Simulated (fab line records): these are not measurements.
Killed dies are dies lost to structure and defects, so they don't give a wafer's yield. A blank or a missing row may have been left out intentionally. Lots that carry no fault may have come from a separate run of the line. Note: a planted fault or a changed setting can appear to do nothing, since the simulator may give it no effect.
A struck lot beside a sound one || flow nand_harc || 18 steps out of a route of 1302
Sound: these wafers, L259.2, L259.3, L259.6. Wafers L272.2, L272.3, L272.6 were the ones struck. At the end, the cause is stated.
At each step with rows: each side's tool, then ch and its chambers, then its first start. Under that, the readings that differ: sound wafers || struck wafers || difference of the means || sigmas: that difference in standard deviations of wafers without a fault.
alike: readings with means less than 2 such deviations apart, plus words and numbers identical on both sides. not compared: withheld readings, readings lacking a value on some wafer, bounds such as >300 that could conceal the same value, and numbers that have no deviation in the record and whose values overlap.
Wherever a step has rows on one side only, a row that says differs or no value, or a row with sigmas, the two part there. Numbers that don't overlap but have no deviation are shown without sigmas and don't part them. A reading that every wafer of one side lacks parts them only if that side has two wafers or more.

first, 2 steps without rows for these wafers: NHARC_A_M1_ETCH_35 (etches the open film in N2/H2, target depth 40 nm, overetch 12 nm, time 43.94 s); NHARC_A_M1_ETCH_15 (etches the open film in C4F8/Ar, target depth 182.5 nm, time 91.2 s).
NHARC_A_M1_CD_MEAS_16:
  sound on cd_sem-02 at day 23 21:01; struck on cd_sem-01 at day 29 11:02
  alike: cd_nm
NHARC_A_M1_STRIP_18: strips in N2/H2.
  sound on rie_diel-12 ch 0,1,3, day 23 21:06; struck on rie_diel-12 ch 1,3, day 29 11:08
  alike: drypump_motor_current_A, n2_flow_sccm, oes_product_au, rf_vpp_V, showerhead_plenum_p_Torr, throttle_valve_pct
  not compared: rf_hours_counter_h
NHARC_A_M1_ETCH_28: etches the open film in CF4/N2, target depth 30 nm, time 72.99 s.
  sound on rie_diel-12 ch 0,2; struck on rie_diel-12 ch 0,1
  alike: drypump_motor_current_A, n2_flow_sccm, oes_product_au, rf_vpp_V, showerhead_plenum_p_Torr, throttle_valve_pct
  not compared: rf_hours_counter_h
then, 1 step without rows for these wafers: NHARC_A_M1_STRIP_19 (strips in post etch residue remover, time 600 s).
NHARC_A_M1_DEGAS_29: time 60 s.
  sound on pvd_sputter-01 at day 23 21:44; struck on pvd_sputter-02 at day 29 11:45
  alike: heater_power_w
then, 4 steps without rows for these wafers: NHARC_A_M1_PRE_CLEAN_30 (time 30 s); NHARC_A_M1_PVD_20 (deposits TaN, target thk 5 nm, time 8.06 s); NHARC_A_M1_PVD_21 (deposits Cu, target thk 30 nm, time 20.49 s); NHARC_A_M1_ECD_22 (material Cu, target thk 400 nm).
NHARC_A_M1_ANNEAL_31: time 90 s.
  sound on rtp_anneal-01 ch 0, day 23 22:34; struck on rtp_anneal-02 ch 0, day 29 12:32
  alike: wafer_temp_C_max
NHARC_A_M1_CMP_23: polishes, t overpolish 20 s, target thk 154.34 nm.
  sound on cmp-03 ch 0,1, day 23 22:51; struck on cmp-01 ch 0,2,3, day 29 12:51
{"reading": "time_to_endpoint_s (s)", "sound": "23 22 25", "struck": "32 31 33", "difference": "+9", "sigmas": "+3"}
  alike: motor_current_A
  not compared: pad_life_wafers
NHARC_A_M1_THK_MEAS_24: measures by xrf.
  sound on film_metro-01 at day 23 23:10; struck on film_metro-02 at day 29 13:08
  alike: thk_nm
next, for these wafers, 1 step has no rows: NHARC_A_M1_SRD_25.
NHARC_A_M1_INSPECT_27:
  sound on defect_inspect-01 at day 23 23:19; struck on defect_inspect-01 at day 29 13:17
{"reading": "raw_defect_count", "sound": "313 415 408", "struck": "1791 1796 1949", "difference": "+1467", "sigmas": "+12"}
NHARC_A_M1_PRE_CLEAN_32: time 12 s.
  sound on pecvd-02 ch 0,2, day 23 23:58; struck on pecvd-03 ch 1,2, day 29 13:44
  alike: heater_power_w
NHARC_END_SORT_01:
  sound on prober-01 ch 0, day 26 09:33; struck on prober-02 ch 0, day 30 23:37
{"reading": "defect_limited_yield (%)", "sound": "90.7 90.1 92.2", "struck": "12.9 12.0 13.4", "difference": -78.2, "sigmas": -36}
{"reading": "killed_at_array", "sound": "53 60 47", "struck": "588 593 579", "difference": "+533", "sigmas": "+36"}
{"reading": "killed_dies", "sound": "63 67 53", "struck": "590 596 586", "difference": "+530", "sigmas": "+35"}
{"reading": "sort_bin_2_pct (%)", "sound": "3.5 4.7 2.5", "struck": "40.9 38.1 44.3", "difference": "+37.5", "sigmas": "+34"}
{"reading": "sort_bin_3_pct (%)", "sound": "0.9 0.6 0.7", "struck": "7.4 8.1 9.7", "difference": "+7.7", "sigmas": "+23"}
{"reading": "sort_bin_4_pct (%)", "sound": "4.9 4.6 4.6", "struck": "38.8 41.8 32.5", "difference": "+33.0", "sigmas": "+25"}
{"reading": "sort_n_pass", "sound": "614 610 624", "struck": "87 81 91", "difference": -530, "sigmas": -35}
{"reading": "sort_rim_yield_pct (%)", "sound": "92 92 96", "struck": "19 10 15", "difference": -79, "sigmas": -18}
{"reading": "sort_yield_pct (%)", "sound": "90.7 90.1 92.2", "struck": "12.9 12.0 13.4", "difference": -78.2, "sigmas": -36}
  alike: killed_at_other, killed_at_periphery, killed_open, killed_short

== WHERE THEY PART ==
Earliest at NHARC_A_M1_CMP_23; latest, in this record, at NHARC_END_SORT_01.

WHY: what had been put in by the simulator
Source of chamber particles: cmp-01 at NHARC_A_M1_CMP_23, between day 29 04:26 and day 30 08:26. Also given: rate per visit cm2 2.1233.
